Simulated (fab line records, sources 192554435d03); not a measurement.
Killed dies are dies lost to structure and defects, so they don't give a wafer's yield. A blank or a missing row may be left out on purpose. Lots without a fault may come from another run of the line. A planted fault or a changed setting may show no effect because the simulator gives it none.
Which tool did it? | flow n5_finfet | 11 lots, 31 wafers sampled, at 5 steps of a route of 1938

WHAT THE GAUGES READ, wafer by wafer
N5_FIN_SAQP_OCD_MEAS_76.
lot  | measured    | on     | trench_depth_nm (nm)
L984 | day 2 14:00 | ocd-01 | 120.6 119.0 120.0
L986 | day 3 02:56 | ocd-01 | 113.8 121.4
L987 | day 3 08:28 | ocd-01 | 121.0 124.3
L988 | day 3 15:38 | ocd-01 | 0 0.0 0.3
L989 | day 3 20:14 | ocd-01 | 0.6 0.1 0.3
L990 | day 4 03:20 | ocd-01 | 0.5 0.3 0.2
L994 | day 5 02:13 | ocd-02 | 124.7 118.9 120.3
L996 | day 5 15:00 | ocd-02 | 120.4 112.4 124.9
L997 | day 5 20:04 | ocd-01 | 117.4 121.3 121.3
L998 | day 6 03:04 | ocd-02 | 119.1 119.8 120.8
L102 | day 7 02:16 | ocd-01 | 123.2 120.0 117.6

WHICH TOOL RAN EACH LOT (tool, then ch and the chambers of the sampled wafers, then the start)
lot  | N5_FIN_SAQP_ETCH_65             | N5_FIN_SAQP_STRIP_77              | N5_FIN_SAQP_ETCH_64             | N5_FIN_SAQP_FIN_ETCH_36
L984 | rie_si-01 ch 0,2,3, day 2 11:56 | rie_diel-04 ch 1,2,3, day 2 13:35 | rie_si-02 ch 1,3, day 2 13:46   | rie_si-02 ch 1,3, day 2 13:47
L986 | rie_si-02 ch 1,3, day 3 00:43   | rie_diel-06 ch 1,3, day 3 02:29   | rie_si-01 ch 1,2, day 3 02:40   | rie_si-01 ch 1,2, day 3 02:41
L987 | rie_si-04 ch 0,2, day 3 06:17   | rie_diel-05 ch 2,3, day 3 08:02   | rie_si-01 ch 0,1, day 3 08:13   | rie_si-01 ch 0,1, day 3 08:14
L988 | rie_si-04 ch 0,2,3, day 3 13:10 | rie_diel-06 ch 0,3, day 3 15:13   | rie_si-04 ch 0,2,3, day 3 15:23 | rie_si-04 ch 0,2,3, day 3 15:25
L989 | rie_si-02 ch 0,1,3, day 3 18:07 | rie_diel-06 ch 0,1,3, day 3 19:50 | rie_si-01 ch 1,2,3, day 3 20:00 | rie_si-01 ch 1,2,3, day 3 20:01
L990 | rie_si-02 ch 0,2,3, day 4 00:59 | rie_diel-04 ch 2,3, day 4 02:56   | rie_si-04 ch 1,2,3, day 4 03:06 | rie_si-04 ch 1,2,3, day 4 03:07
L994 | rie_si-02 ch 0,3, day 4 23:58   | rie_diel-05 ch 0,1,3, day 5 01:48 | rie_si-01 ch 0,1, day 5 01:59   | rie_si-01 ch 0,1, day 5 02:00
L996 | rie_si-02 ch 1,2,3, day 5 13:04 | rie_diel-05 ch 0,2,3, day 5 14:35 | rie_si-01 ch 0,1,2, day 5 14:46 | rie_si-01 ch 0,1,2, day 5 14:47
L997 | rie_si-01 ch 0,2,3, day 5 18:07 | rie_diel-05 ch 0,1, day 5 19:39   | rie_si-04 ch 2,3, day 5 19:49   | rie_si-04 ch 2,3, day 5 19:50
L998 | rie_si-02 ch 0,1,2, day 6 01:08 | rie_diel-04 ch 0,1,2, day 6 02:40 | rie_si-04 ch 0,1,3, day 6 02:50 | rie_si-04 ch 0,1,3, day 6 02:51
L102 | rie_si-02 ch 1,3, day 7 00:10   | rie_diel-06 ch 0,3, day 7 01:51   | rie_si-02 ch 0,2,3, day 7 02:01 | rie_si-02 ch 0,2,3, day 7 02:02
- N5_FIN_SAQP_ETCH_65: etches SiO2 in CF4, target depth 4 nm, time 4.4 s.
- N5_FIN_SAQP_STRIP_77: strips in N2/H2, time 90 s.
- N5_FIN_SAQP_ETCH_64: etches SiO2 in CF4, target depth 1.5 nm.
- N5_FIN_SAQP_FIN_ETCH_36: etches the open film in HBr/Cl2/O2, target depth 120 nm, time 50.4 s.

THE ANSWER, worked out from the rows above alone
Rule: what is usual is taken from the lots themselves. Put in order of their means at a reading, lots are off if they are a third of the lots or fewer, leave a main group of 4 or more, and stand apart from it by a gap of 3 or more times the standard deviation of the main group's means; of several such gaps the widest counts. A main group whose means are all the same, to the digits that the tables above print for the reading, isn't used. A lot without any number at a reading at which 4 lots or more have one is off too. The other lots that the step has rows for count as sound.
Off: L988, L989, L990, at N5_FIN_SAQP_OCD_MEAS_76 (trench_depth_nm). The main group: mean 120.1 nm, standard deviation 1.4.
A tool fits if, at a process step before that reading, it ran every lot that is off, and no sound lot after the first of them. The gauges at N5_FIN_SAQP_OCD_MEAS_76 are tried like those tools. None of those tried fits.

WHAT THE SIMULATOR HAD PUT IN
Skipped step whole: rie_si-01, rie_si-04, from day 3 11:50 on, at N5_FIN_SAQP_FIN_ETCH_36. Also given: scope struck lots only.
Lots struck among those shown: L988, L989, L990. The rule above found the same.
